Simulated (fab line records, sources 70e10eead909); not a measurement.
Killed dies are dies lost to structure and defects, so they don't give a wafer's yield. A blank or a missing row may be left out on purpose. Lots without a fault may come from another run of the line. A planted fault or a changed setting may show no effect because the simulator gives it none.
Chamber matching | flow nand_harc | NHARC_THIN_TSV_CMP_01 on cmp-03: 4 sister chambers
The step polishes. 8 wafers are shown with their chamber, then 10 later ones without.

WAFERS WITH THEIR CHAMBER
wafer  | chamber | motor_current_A (A)
L078.5 | 2       | 12.6
L078.6 | 3       | 11.6
L079.2 | 2       | 12.9
L079.5 | 1       | 11.0
L080.5 | 0       | 8.7
L080.6 | 1       | 11.3
L089.2 | 0       | 8.6
L089.4 | 3       | 11.0

WAFERS WITHOUT THEIR CHAMBER
wafer  | motor_current_A (A)
L089.6 | 12.5
L094.1 | 10.3
L094.2 | 12.9
L094.5 | 8.2
L095.3 | 10.6
L095.4 | 12.8
L095.6 | 12.3
L096.1 | 8.4
L096.2 | 10.2
L096.6 | 12.6

WHICH CHAMBER EACH WENT THROUGH
wafer  | from the rows above     | in truth
L089.6 | 2                       | 2
L094.1 | can't be placed: 1 or 3 | 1
L094.2 | 2                       | 2
L094.5 | 0                       | 0
L095.3 | can't be placed: 1 or 3 | 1
L095.4 | 2                       | 2
L095.6 | 2                       | 2
L096.1 | 0                       | 0
L096.2 | can't be placed: 1 or 3 | 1
L096.6 | 2                       | 2
Placed correctly: 7 of 10. Can't be placed from these rows: 3 (the true chamber is among the candidates in 3). Placed wrongly: 0.
How it was worked out, from the rows above alone: a wafer's distance from a chamber is the root of the sum, over the readings, of the square of ((its reading less the chamber's mean) divided by the reading's scatter). The wafer belongs to the nearest chamber; if the next one is less than 2 further off, it can't be placed. A chamber's mean is the mean of its shown wafers. The scatter: the root of (the sum of the squares of (reading less its chamber's mean) over the shown wafers, divided by (wafers less chambers)).
